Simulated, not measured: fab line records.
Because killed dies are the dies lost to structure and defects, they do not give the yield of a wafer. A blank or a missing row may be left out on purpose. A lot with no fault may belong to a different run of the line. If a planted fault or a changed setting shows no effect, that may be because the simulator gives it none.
Chamber matching + flow nand-harc + rie-diel-11 running NHARC_P_M2_DESCUM_14: 4 sister chambers
The step chemistry O2, time 3 s. 20 wafers are shown with their chamber, then 10 later ones without.

WAFERS WITH THEIR CHAMBER
| wafer  | chamber | showerhead-plenum-p-Torr (Torr) | drypump-motor-current-A (A) | oes-product-au (a.u.) |
|--------|---------|---------------------------------|-----------------------------|-----------------------|
| L411.1 | 1       | 1.95                            | 5.3                         | 1.018                 |
| L411.3 | 0       | 1.98                            | 5.6                         | 0.980                 |
| L411.6 | 0       | 1.97                            | 5.6                         | 0.972                 |
| L410.2 | 3       | 2.04                            | 6.1                         | 1.014                 |
| L410.3 | 1       | 1.95                            | 5.3                         | 1.026                 |
| L410.5 | 0       | 1.97                            | 5.6                         | 0.976                 |
| L412.2 | 1       | 1.95                            | 5.3                         | 1.027                 |
| L412.3 | 3       | 2.04                            | 6.1                         | 1.008                 |
| L412.4 | 0       | 1.97                            | 5.6                         | 0.979                 |
| L414.1 | 3       | 2.04                            | 6.2                         | 1.020                 |
| L414.4 | 2       | 1.85                            | 5.8                         | 0.989                 |
| L414.5 | 1       | 1.95                            | 5.3                         | 1.024                 |
| L413.3 | 1       | 1.95                            | 5.3                         | 1.025                 |
| L413.5 | 1       | 1.95                            | 5.3                         | 1.033                 |
| L413.6 | 0       | 1.97                            | 5.7                         | 0.980                 |
| L415.4 | 1       | 1.95                            | 5.3                         | 1.028                 |
| L415.5 | 2       | 1.85                            | 5.8                         | 0.987                 |
| L415.6 | 3       | 2.04                            | 6.2                         | 1.006                 |
| L428.1 | 2       | 1.85                            | 5.7                         | 0.991                 |
| L428.2 | 3       | 2.04                            | 6.2                         | 1.001                 |

SIGNATURES, as means of the wafers listed above
| reading                  | chamber 0 | chamber 1 | chamber 2 | chamber 3 | scatter within a chamber |
|--------------------------|-----------|-----------|-----------|-----------|--------------------------|
| showerhead-plenum-p-Torr | 1.9720    | 1.9500    | 1.8500    | 2.0400    | 0.00224                  |
| drypump-motor-current-A  | 5.620     | 5.300     | 5.767     | 6.160     | 0.0408                   |
| oes-product-au           | 0.97740   | 1.02586   | 0.98900   | 1.00980   | 0.00497                  |
Rule: a wafer's distance from a chamber is the root of the sum, over the readings, of the square of ((its reading less the chamber's mean) divided by the reading's scatter). If the next closest chamber is less than 2 further off than the closest, the wafer can't be placed; otherwise it belongs to the closest. How the scatter is found: for the shown wafers, subtract from each reading the mean of its chamber, square and add these, divide the total by (wafers less chambers), then take the root.

WAFERS WITHOUT THEIR CHAMBER
| wafer  | showerhead-plenum-p-Torr (Torr) | drypump-motor-current-A (A) | oes-product-au (a.u.) |
|--------|---------------------------------|-----------------------------|-----------------------|
| L428.6 | 1.85                            | 5.8                         | 0.995                 |
| L432.1 | 1.85                            | 5.7                         | 0.993                 |
| L432.2 | 1.97                            | 5.6                         | 0.993                 |
| L432.5 | 2.04                            | 6.2                         | 1.006                 |
| L431.4 | 1.97                            | 5.7                         | 0.985                 |
| L431.5 | 1.85                            | 5.7                         | 0.993                 |
| L431.6 | 1.95                            | 5.4                         | 1.030                 |
| L433.1 | 1.95                            | 5.3                         | 1.029                 |
| L433.2 | 1.85                            | 5.8                         | 1.003                 |
| L433.5 | 1.95                            | 5.3                         | 1.035                 |

EACH ONE'S CHAMBER
| wafer  | from the rows above | in truth |
|--------|---------------------|----------|
| L428.6 | 2                   | 2        |
| L432.1 | 2                   | 2        |
| L432.2 | 0                   | 0        |
| L432.5 | 3                   | 3        |
| L431.4 | 0                   | 0        |
| L431.5 | 2                   | 2        |
| L431.6 | 1                   | 1        |
| L433.1 | 1                   | 1        |
| L433.2 | 2                   | 2        |
| L433.5 | 1                   | 1        |
Correctly placed: 10 of 10. Number that these rows cannot place: 0. Wrongly placed: 0.
